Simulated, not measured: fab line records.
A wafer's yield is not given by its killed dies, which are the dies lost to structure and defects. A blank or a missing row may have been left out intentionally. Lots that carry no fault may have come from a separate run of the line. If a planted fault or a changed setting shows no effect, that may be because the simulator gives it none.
Split-lot trial    flow n5 finfet    route with 1938 steps; 7 lots, 21 wafers read

## THE SPLIT ITSELF
At N5_HKMG_FIN_PEB_47 (peb time 60 s), the setting peb time s was moved away from the recipe's 60 s on 8 of the 21 wafers read, by -13.9% to +16.4%. For the rest of the wafers, this setting stayed at what the recipe calls for.

## THE PATH FROM SPLIT TO READING: the file shows 1 step between them
- N5_HKMG_FIN_DEVELOP_48: develop time 30 s

## THE READING
cd nm (nm) at N5_HKMG_FIN_CD_MEAS_49, where the cd target is 202 nm. Typical for fault-free wafers on this fab line: 202.4 nm, with standard deviation 0.73 nm.

wafer   tool, chamber at the split  peb time s as run, s  against the recipe  cd nm, nm  against lot-mates on the recipe
L076.2  litho track-03, 0           60                    recipe              203.3      -
L076.3  litho track-03, 0           56.61                 -5.6%               201.1      -1.6
L076.4  litho track-03, 0           60                    recipe              202.0      -
L080.1  litho track-02, 0           60                    recipe              201.6      -
L080.4  litho track-02, 0           52.5                  -12.5%              197.1      -4.5
L080.6  litho track-02, 0           60                    recipe              201.6      -
L081.2  litho track-03, 0           69.86                 +16.4%              206.6      no lot-mate on the recipe
L081.4  litho track-03, 0           69.86                 +16.4%              207.0      no lot-mate on the recipe
L081.5  litho track-03, 0           69.86                 +16.4%              206.9      no lot-mate on the recipe
L082.1  litho track-04, 0           51.66                 -13.9%              197.5      -4.4
L082.2  litho track-04, 0           60                    recipe              201.9      -
L082.6  litho track-04, 0           51.66                 -13.9%              197.0      -4.9
L088.2  litho track-04, 0           54.81                 -8.6%               199.2      -3.3
L088.5  litho track-04, 0           60                    recipe              202.5      -
L088.6  litho track-04, 0           60                    recipe              202.5      -
L095.2  litho track-04, 0           60                    recipe              202.2      -
L095.3  litho track-04, 0           60                    recipe              202.4      -
L095.4  litho track-04, 0           60                    recipe              202.3      -
L097.2  litho track-03, 0           60                    recipe              202.9      -
L097.4  litho track-03, 0           60                    recipe              203.2      -
L097.5  litho track-03, 0           60                    recipe              201.5      -

FIT RESULTS
A straight line over all 21 wafers: cd nm changes by +0.316 nm for each +1% of peb time s; r = +0.97; the points scatter about the line by 0.64 nm.
The same after taking each lot's own level away (the mean of its wafers on the recipe; 18 wafers): +0.344 nm for each +1%; r = +0.97; scatter 0.43 nm.
According to that fit, moving peb time s by its largest amount changes the reading by 5.6 nm.
The lots' own levels span 201.60 to 202.65 nm, that is 1.4 times the standard deviation above.
The two slopes agree, so the slope changes little with the lot-to-lot level.
Check: with one of the wafers moved furthest among these (-13.9%) left out of the fit, the line predicts -4.93 nm for it against its lot-mates. It came out at -4.4 nm against them.

## THESE WAFERS: OTHER SPLITS
Before the reading, these wafers also passed through other splits. Each is held against what the fit with the lots' levels taken away leaves over:
other split on the same wafers             wafers away from the commonest value  r with cd nm (lot level and that fit taken away)
N5_WELL_APT_PEB_23 peb temp c              6                                     +0.47
N5_WELL_APT_DEVELOP_24 develop time s      6                                     -0.44
N5_PMOS_HMC_CHANNEL_EPI_PEB_07 peb temp c  6                                     +0.16
N5_FIN_SAQP_ETCH_65 time s                 3                                     +0.09
N5_DUMMY_GATE_COAT_28 spin rpm             6                                     -0.18
N5_SD_EPI_N_EXPOSE_06 dose mj              6                                     +0.03
N5_SDB_COAT_05 spin rpm                    4                                     -0.35

## FILE'S OWN FIT
cd nm changes by +0.346 nm for each +1% of peb time s, r = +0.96.
